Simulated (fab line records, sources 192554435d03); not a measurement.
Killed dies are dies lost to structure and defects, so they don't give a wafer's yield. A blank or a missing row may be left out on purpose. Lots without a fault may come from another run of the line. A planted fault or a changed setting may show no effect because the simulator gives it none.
fab line records | flow n5_finfet
record lots=15 wafers=42 last_day=18
route steps=1938 shown MOL_CONTACT_COAG@592 BEOL_M0_SAQP@637 BEOL_M4@1111
lots that met no fault: from a run of the same line without faults
start_h: hours from the record's first day to the start of the lot's first wafer shown | wait_h: hours since the lot's step before | " the same as in the row above | L1.1+2: a row that stands for several wafers | - no value, or no start given | * or withheld: withheld | < > ~ a bound
route shown NAME@n: a module of which the file shows steps, and the number in the route of the first | usual: mean/standard deviation of fault-free wafers | same: alike in all rows | chamber/n: place in a boat | sites: the reading at each site | _std_site: their standard deviation | _edge_site: outer sites' mean less inner sites' | radius_mm: how far each site lies from the wafer's centre | mask NAME#n: copy n | behind: the tool/chamber that last shaped the wafer | hold: why the lot was held/for how many hours/how that ended | device: the transistor (n, p or np) that didn't switch | end of line: the same wafers' tests at the end of the route | a step without rows: its recipe alone | killed: dies lost to structure and defects at the first sort, not the wafer's yield | map: a wafer's dies, x killed, . not, _ none there
set.NAME: the setting as run; set.NAME@STEP: as run at that earlier step | model.NAME: the simulator's own value behind a step, which no gauge read
steps of the route over a sample of lots; a table a step, a row a wafer
services: from which hour (start_h, from the record's first day; less than 0 if before it) a tool's chamber was out of use, for how many hours, and why
## steps
# step N5_MOL_CONTACT_COAG_CD_MEAS_137
# recipe target_cd_nm=16
# usual cd_nm=16.0/0.37
# columns lot.wafer tool chamber start_h wait_h cd_nm
L939.2 cd_sem-03 - 102.28 0.0 15.6
L939.3 " - " " 16.1
L939.6 " - " " 16.0
L940.2 cd_sem-03 - 107.67 0.0 15.5
L940.5 " - " " 15.7
L940.6 " - " " 16.3
L941.1 cd_sem-03 - 114.99 0.0 15.4
L941.4 " - " " 16.4
L941.6 " - " " 15.6
L942.2 cd_sem-01 - 120.48 0.0 16.2
L942.5 " - " " 16.6
L942.6 " - " " 16.6
L943.1 cd_sem-03 - 126.40 0.0 16.2
L943.3 " - " " 16.2
L943.5 " - " " 16.3
L944.1 cd_sem-03 - 132.61 0.0 15.8
L944.2 " - " " 15.9
L944.4 " - " " 16.5
L945.1 cd_sem-02 - 136.25 0.0 15.9
L945.3 " - " " 15.6
L945.4 " - " " 16.2
L946.1 cd_sem-03 - 148.01 0.0 16.3
L946.3 " - " " 15.8
L946.5 " - " " 16.1
L947.2 cd_sem-03 - 151.66 0.0 16.1
L947.4 " - " " 16.4
L947.6 " - " " 15.7
L949.3 cd_sem-01 - 164.83 0.0 15.7
L949.4 " - " " 16.4
L949.5 " - " " 16.0
L953.4 cd_sem-02 - 185.92 0.0 15.5
L953.5 " - " " 15.3
L954.1 cd_sem-02 - 195.24 0.0 15.9
L954.4 " - " " 16.2
L956.1 cd_sem-03 - 204.27 0.0 15.5
L956.4 " - " " 15.9
L957.2 cd_sem-01 - 204.60 0.0 15.6
L957.4 " - " " 15.7
L957.6 " - " " 15.6
L962.1 cd_sem-03 - 234.38 0.0 15.8
L962.2 " - " " 16.6
L962.6 " - " " 15.7
# step N5_MOL_CONTACT_COAG_ETCH_67
# recipe chemistry=N2/H2 target=SOC target_depth_a=600 overetch_a=210 mask_material=SiARC temp_c=40 time_s=101.2 ion_energy_ev=200 pressure_mtorr=30 source_w=840 bias_w=150 n2_flow_sccm=200 h2_flow_sccm=200
# usual bias_w=149.9/0.49 drypump_motor_current_A=5.8/0.44 oes_product_au=0.71/0.079 rf_vpp_V=524.4/1.7 showerhead_plenum_p_Torr=2.56/0.059 throttle_valve_pct=17.80/0.24
# columns lot.wafer tool chamber start_h wait_h bias_w drypump_motor_current_A oes_product_au rf_hours_counter_h rf_vpp_V showerhead_plenum_p_Torr throttle_valve_pct
L939.2 rie_diel-01 2 103.24 0.0 149.9 5.3 0.60 210 524.1 2.52 18.03
L939.3 " 0 " " 149.5 6.7 0.59 227 525.7 2.63 18.04
L939.6 " 0 " " 150.2 6.7 0.59 - 525.5 2.63 18.06
L940.2 rie_diel-01 3 108.52 0.0 150.0 5.4 0.61 198 523.4 2.52 18.04
L940.5 " 3 " " 149.9 5.5 0.60 - 523.3 2.52 18.04
L940.6 " 0 " " 149.9 6.7 0.59 - 527.1 2.63 18.05
L941.1 rie_diel-03 1 116.05 0.0 150.3 6.0 0.78 14 521.6 2.49 17.73
L941.4 " 3 " " 149.7 5.8 0.60 - 524.4 2.50 17.89
L941.6 " 1 " " 149.8 6.0 0.77 - 522.5 2.49 17.72
L942.2 rie_diel-06 3 121.59 0.0 150.8 5.7 0.65 157 523.5 2.55 18.29
L942.5 " 1 " " 149.8 6.1 0.77 - 528.9 2.71 17.49
L942.6 " 2 " " 148.9 5.6 0.59 - 524.1 2.62 18.22
L943.1 rie_diel-03 1 128.17 0.0 149.1 6.0 0.75 21 522.9 2.49 17.74
L943.3 " 3 " " 150.7 5.8 0.60 245 524.4 2.50 17.88
L943.5 " 2 " " 149.7 5.3 0.80 - 524.0 2.61 17.79
L944.1 rie_diel-03 1 134.38 0.0 149.8 6.0 0.75 25 522.0 2.49 17.73
L944.2 " 3 " " 149.4 5.7 0.60 248 522.6 2.50 17.89
L944.4 " 2 " " 149.8 5.3 0.79 - 526.3 2.61 17.78
L945.1 rie_diel-03 3 137.18 0.0 150.8 5.8 0.59 250 523.0 2.50 17.91
L945.3 " 1 " " 149.7 6.0 0.75 26 521.8 2.49 17.73
L945.4 " 1 " " 149.6 6.0 0.74 - 522.0 2.49 17.74
L946.1 rie_diel-03 2 148.80 0.0 149.4 5.4 0.77 16 525.3 2.61 17.80
L946.3 " 0 " " 150.4 5.8 0.81 4 526.2 2.59 17.85
L946.5 " 0 " " 150.2 5.9 0.82 - 525.4 2.59 17.84
L947.2 rie_diel-03 2 152.59 0.0 149.5 5.3 0.77 17 527.3 2.61 17.81
L947.4 " 2 " " 149.1 5.3 0.77 - 524.7 2.60 17.81
L947.6 " 0 " " 149.9 5.9 0.80 - 525.4 2.59 17.84
L949.3 rie_diel-01 1 165.75 0.0 149.3 6.4 0.72 63 523.7 2.57 17.35
L949.4 " 0 " " 149.8 6.7 0.58 249 525.1 2.62 18.10
L949.5 " 3 " " 149.7 5.5 0.59 - 523.3 2.52 18.07
L953.4 rie_diel-03 3 186.71 0.0 149.6 5.7 0.79 9 522.8 2.49 17.50
L953.5 " 3 " " 149.7 5.7 0.80 - 521.4 2.49 17.50
L954.1 rie_diel-01 3 196.19 0.0 149.3 5.5 0.59 230 522.1 2.51 18.10
L954.4 " 0 " " 149.4 6.7 0.79 3 525.7 2.62 17.58
L956.1 rie_diel-01 3 205.07 0.0 151.0 5.5 0.58 233 522.6 2.51 18.10
L956.4 " 0 " " 150.6 6.7 0.78 7 526.5 2.62 17.59
L957.2 rie_diel-03 1 205.79 0.0 150.2 6.0 0.71 53 523.6 2.48 17.80
L957.4 " 2 " " 149.5 5.3 0.73 37 526.1 2.60 17.84
L957.6 " 1 " " 150.6 6.0 0.71 - 521.5 2.48 17.79
L962.1 rie_diel-03 1 235.30 0.0 150.3 6.0 0.70 63 521.9 2.47 17.80
L962.2 " 0 " " 150.6 5.9 0.74 35 524.6 2.58 17.90
L962.6 " 0 " " 150.9 5.9 0.74 - 525.7 2.58 17.90
# step N5_MOL_CONTACT_COAG_CVD_140
# recipe material=W target_thk_a=665 mode=selective_fill temp_c=300 time_s=215
# usual heater_power_w=481/55 run_length_s=286.1/0.53
# columns lot.wafer tool chamber start_h wait_h heater_power_w run_length_s
L939.2 cvd_w-02 0 103.84 0.1 465 285.7
L939.3 " 1 " " 425 285.9
L939.6 " 1 " " 418 285.9
L940.2 cvd_w-02 0 109.12 0.1 468 285.6
L940.5 " 1 " " 426 286.0
L940.6 " 0 " " 473 286.0
L941.1 cvd_w-01 1 116.67 0.1 455 286.3
L941.4 " 1 " " 450 286.2
L941.6 " 1 " " 445 286.0
L942.2 cvd_w-02 1 122.20 0.1 413 285.8
L942.5 " 1 " " 411 286.0
L942.6 " 0 " " 473 285.3
L943.1 cvd_w-02 0 129.11 0.1 472 285.4
L943.3 " 1 " " 411 285.8
L943.5 " 1 " " 420 285.8
L944.1 cvd_w-01 1 134.99 0.1 456 285.9
L944.2 " 0 " " 564 286.3
L944.4 " 1 " " 449 286.6
L945.1 cvd_w-02 0 137.78 0.1 471 285.2
L945.3 " 0 " " 475 285.7
L945.4 " 1 " " 418 286.1
L946.1 cvd_w-01 0 149.41 0.1 560 286.3
L946.3 " 1 " " 450 286.7
L946.5 " 0 " " 559 286.5
L947.2 cvd_w-02 1 153.23 0.1 418 286.1
L947.4 " 0 " " 458 285.2
L947.6 " 0 " " 469 285.2
L949.3 cvd_w-01 1 166.43 0.1 445 286.1
L949.4 " 0 " " 579 286.9
L949.5 " 1 " " 457 286.4
L953.4 cvd_w-01 1 187.45 0.1 456 138.7
L953.5 " 1 " " 465 138.9
L954.1 cvd_w-01 1 196.79 0.1 467 285.9
L954.4 " 0 " " 585 139.2
L956.1 cvd_w-01 1 205.67 0.1 462 286.5
L956.4 " 1 " " 458 138.6
L957.2 cvd_w-02 0 206.40 0.1 467 285.9
L957.4 " 1 " " 418 285.9
L957.6 " 1 " " 428 286.1
L962.1 cvd_w-02 0 235.91 0.1 472 285.2
L962.2 " 1 " " 435 286.1
L962.6 " 0 " " 476 285.2
# step N5_BEOL_M0_SAQP_PECVD_97
# recipe material=SiNx target_thk_a=230 temp_c=350 precursor=SiH4/NH3/N2 pressure_torr=1.5 rf_w=300 time_s=19.9
# usual heater_power_w=571/80 showerhead_plenum_p_Torr=5.15/0.059 throttle_valve_pct=39.2/1.4
# columns lot.wafer tool chamber start_h wait_h heater_power_w showerhead_plenum_p_Torr throttle_valve_pct
L939.2 pecvd-03 1 111.63 0.0 532 5.11 39.1
L939.3 " 0 " " 715 5.05 38.9
L939.6 " 0 " " 732 5.05 38.7
L940.2 pecvd-02 1 113.74 0.0 588 5.18 41.6
L940.5 " 2 " " 590 5.33 40.4
L940.6 " 1 " " 573 5.19 41.8
L941.1 pecvd-02 2 121.71 0.0 568 5.33 40.4
L941.4 " 1 " " 548 5.19 41.5
L941.6 " 0 " " 628 5.20 38.1
L942.2 pecvd-03 1 127.23 0.0 547 5.12 39.1
L942.5 " 2 " " 593 5.15 39.5
L942.6 " 1 " " 542 5.11 39.1
L943.1 pecvd-03 2 135.03 0.0 653 5.13 39.5
L943.3 " 0 " " 599 5.06 38.6
L943.5 " 1 " " 551 5.12 39.4
L944.1 pecvd-04 0 141.11 0.0 458 5.18 40.5
L944.2 " 1 " " 488 5.13 39.1
L944.4 " 1 " " 486 5.14 39.1
L945.1 pecvd-04 2 142.69 0.0 632 5.12 35.9
L945.3 " 1 " " 469 5.13 39.2
L945.4 " 0 " " 496 5.19 40.4
L946.1 pecvd-04 1 154.30 0.0 451 5.14 39.1
L946.3 " 0 " " 431 5.19 40.5
L946.5 " 0 " " 432 5.17 40.4
L947.2 pecvd-02 0 158.52 0.0 614 5.17 38.4
L947.4 " 1 " " 550 5.17 41.6
L947.6 " 2 " " 576 5.33 40.0
L949.3 pecvd-04 1 171.76 0.0 428 5.14 39.2
L949.4 " 2 " " 641 5.13 36.1
L949.5 " 1 " " 442 5.14 38.9
L953.4 pecvd-04 0 193.15 0.0 476 5.17 40.4
L953.5 " 1 " " 461 5.13 38.8
L954.1 pecvd-04 1 201.90 0.0 465 5.15 39.0
L954.4 " 1 " " 481 5.13 38.9
L956.1 pecvd-03 1 211.34 0.0 577 5.12 39.1
L956.4 " 2 " " 652 5.13 39.7
L957.2 pecvd-02 0 214.84 0.0 606 5.18 38.6
L957.4 " 1 " " 563 5.19 41.5
L957.6 " 0 " " 603 5.20 38.8
L962.1 pecvd-04 2 242.07 0.0 673 5.12 36.2
L962.2 " 0 " " 458 5.19 40.3
L962.6 " 2 " " 652 5.12 36.4
# step N5_BEOL_M4_RC_MEAS_101
# usual DIBL_N=36.0/1.7 DIBL_P=36.0/2 IOFF_N=0.156/0.028 IOFF_P=0.21/0.04 ION_N=673/12 ION_P=463/8.3 SS_N=71.4/0.6 SS_P=73.3/0.66 VT_N=250/3 VT_P=-250/3.8
# columns lot.wafer tool chamber start_h wait_h DIBL_N[mV/V] DIBL_P[mV/V] IOFF_N[nA/um] IOFF_P[nA/um] ION_N[uA/um] ION_P[uA/um] SS_N[mV/dec] SS_P[mV/dec] VT_N[mV] VT_P[mV]
L939.2 prober-01 0 165.53 0.2 35.2 35.4 0.146 0.20 668 470 71.2 73.2 252 -250
L939.3 " 0 " " 33.2 33.1 0.118 0.16 661 461 70.4 73.0 254 -253
L939.6 " 0 " " 33.7 34.3 0.132 0.19 667 458 71.0 72.7 252 -250
L941.1 prober-02 0 169.30 0.0 35.8 35.5 0.155 0.16 674 460 72.5 73.2 250 -257
L941.4 " 0 " " 38.5 39.1 0.207 0.22 680 454 72.3 74.7 248 -251
L941.6 " 0 " " 35.0 35.3 0.146 0.17 668 454 70.5 73.0 248 -256
L940.2 prober-01 0 173.52 0.2 33.3 32.2 0.102 0.17 653 460 70.6 72.2 256 -253
L940.5 " 0 " " 35.7 35.4 0.135 0.20 654 456 72.1 73.7 254 -251
L940.6 " 0 " " 35.2 34.4 0.136 0.20 666 459 71.4 72.7 254 -249
L942.2 prober-02 0 179.55 0.5 36.9 36.3 0.167 0.18 677 461 71.3 73.6 250 -254
L942.5 " 0 " " 36.9 35.9 0.153 0.18 660 448 71.9 73.7 255 -255
L942.6 " 0 " " 34.7 34.3 0.123 0.16 672 457 70.7 72.6 254 -254
L943.1 prober-01 0 181.50 0.0 36.4 39.0 0.167 0.26 684 469 72.0 73.6 249 -245
L943.3 " 0 " " 35.6 36.4 0.153 0.22 667 466 71.8 72.4 253 -247
L943.5 " 0 " " 35.0 36.8 0.141 0.21 660 462 70.9 73.0 251 -249
L944.1 prober-01 0 190.45 0.0 34.8 33.7 0.118 0.18 652 454 71.3 73.1 255 -252
L944.2 " 0 " " 37.8 38.1 0.169 0.24 669 465 72.4 73.7 250 -246
L944.4 " 0 " " 35.3 34.2 0.136 0.18 672 463 71.1 72.9 250 -252
L945.1 prober-02 0 203.34 0.0 39.3 39.6 0.205 0.27 676 471 72.0 75.0 248 -247
L945.3 " 0 " " 36.9 36.2 0.154 0.21 662 456 71.2 74.1 254 -253
L945.4 " 0 " " 38.1 36.6 0.160 0.21 662 455 71.5 74.0 254 -254
L947.2 prober-02 0 208.03 0.2 36.1 35.1 0.155 0.20 669 462 71.7 73.6 252 -251
L947.4 " 0 " " 36.3 35.6 0.168 0.22 681 465 70.9 73.2 248 -247
L947.6 " 0 " " 36.6 35.9 0.159 0.22 673 461 71.8 74.5 251 -250
L946.1 prober-01 0 209.48 0.1 36.7 35.6 0.160 0.20 682 462 72.3 72.7 249 -252
L946.3 " 0 " " 38.2 37.2 0.192 0.23 669 458 71.8 73.3 245 -249
L946.5 " 0 " " 37.4 36.1 0.167 0.21 680 463 71.4 73.8 247 -249
L949.3 prober-02 0 227.16 0.3 32.3 32.4 0.112 0.19 658 462 70.2 72.7 254 -249
L949.4 " 0 " " 34.6 35.4 0.156 0.23 682 467 71.0 73.5 250 -247
L949.5 " 0 " " 34.7 35.3 0.142 0.22 660 459 71.6 73.2 252 -247
L953.4 prober-01 0 245.43 0.5 35.9 35.5 0.157 0.21 675 461 70.7 72.9 250 -250
L953.5 " 0 " " 37.1 37.1 0.174 0.24 688 467 71.6 73.9 249 -248
L954.1 prober-02 0 254.02 0.0 38.0 39.2 0.202 0.22 691 464 72.0 74.4 245 -251
L954.4 " 0 " " 33.9 34.5 0.133 0.16 667 457 70.4 73.4 251 -256
L956.1 prober-02 0 274.15 0.0 38.8 38.5 0.179 0.24 675 463 71.9 73.6 249 -250
L956.4 " 0 " " 37.9 36.2 0.163 0.22 672 460 71.2 72.9 251 -249
L957.2 prober-01 0 275.87 0.2 34.1 35.3 0.130 0.16 660 447 71.4 72.9 252 -257
L957.4 " 0 " " 33.2 33.7 0.116 0.15 672 451 71.2 72.9 251 -256
L957.6 " 0 " " 32.0 32.7 0.098 0.13 652 450 70.7 72.6 257 -257
L962.1 prober-02 0 312.58 0.0 36.8 37.8 0.184 0.23 694 471 71.0 73.2 246 -249
L962.2 " 0 " " 36.1 37.0 0.167 0.21 684 464 71.1 72.9 248 -251
L962.6 " 0 " " 36.3 36.7 0.166 0.21 680 459 71.8 73.4 247 -253
## services
# columns tool chamber start_h hours kind
rie_diel-01 3 80.46 4.2 repair
pecvd-03 - 86.60 7.7 repair
rie_diel-03 2 91.31 7.1 repair
rie_diel-03 2 98.71 - clean
rie_diel-03 2 98.71 - consumable_replace:focus_ring
rie_diel-03 2 98.71 21.3 scheduled_down
rie_diel-03 2 98.71 21.3 vent_cycle
rie_diel-03 - 111.30 2.4 repair
rie_diel-03 0 120.24 - clean
rie_diel-03 0 120.24 - consumable_replace:focus_ring
rie_diel-03 0 120.24 20.2 scheduled_down
rie_diel-03 0 120.24 20.2 vent_cycle
rie_diel-06 1 132.23 6.0 repair
rie_diel-06 0 133.63 5.5 repair
rie_diel-06 - 139.31 0.5 repair
rie_diel-03 3 140.46 - clean
rie_diel-03 3 140.46 - consumable_replace:focus_ring
rie_diel-06 3 155.87 5.8 repair
pecvd-03 0 188.27 5.0 repair
pecvd-02 - 206.05 3.1 repair
pecvd-02 - 217.20 2.8 pm
rie_diel-03 - 221.21 0.3 repair
pecvd-03 - 230.62 5.5 pm
pecvd-02 1 235.00 3.7 repair
## key
first_sign step=N5_MOL_CONTACT_COAG_CVD_140 reading=run_length_s direction=down sigmas=99+ usual=* struck=*
effect none on later readings
met_at N5_MOL_CONTACT_COAG_CVD_140
struck_lots L953,L954,L956
struck_wafers L953.4,L953.5,L954.4,L956.4
sort_left_out L953.4,L953.5,L954.4,L956.4
not_acting_at N5_MOL_CONTACT_COAG_CD_MEAS_137,N5_MOL_CONTACT_COAG_ETCH_67,N5_BEOL_M0_SAQP_PECVD_97
onset_between 166.43 187.45
fault kind=process_parameter_drift tool=cvd_w-01 chamber=- onset_h=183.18 steps=N5_MOL_CONTACT_COAG_CVD_140 channel=time_s offset=* shape=step end_h=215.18 scope=struck_wafers_only acts_in=* stated=*
# sort_left_out: the simulated sort isn't trusted on such a fault, so these wafers' sort isn't shown, and their yield isn't known
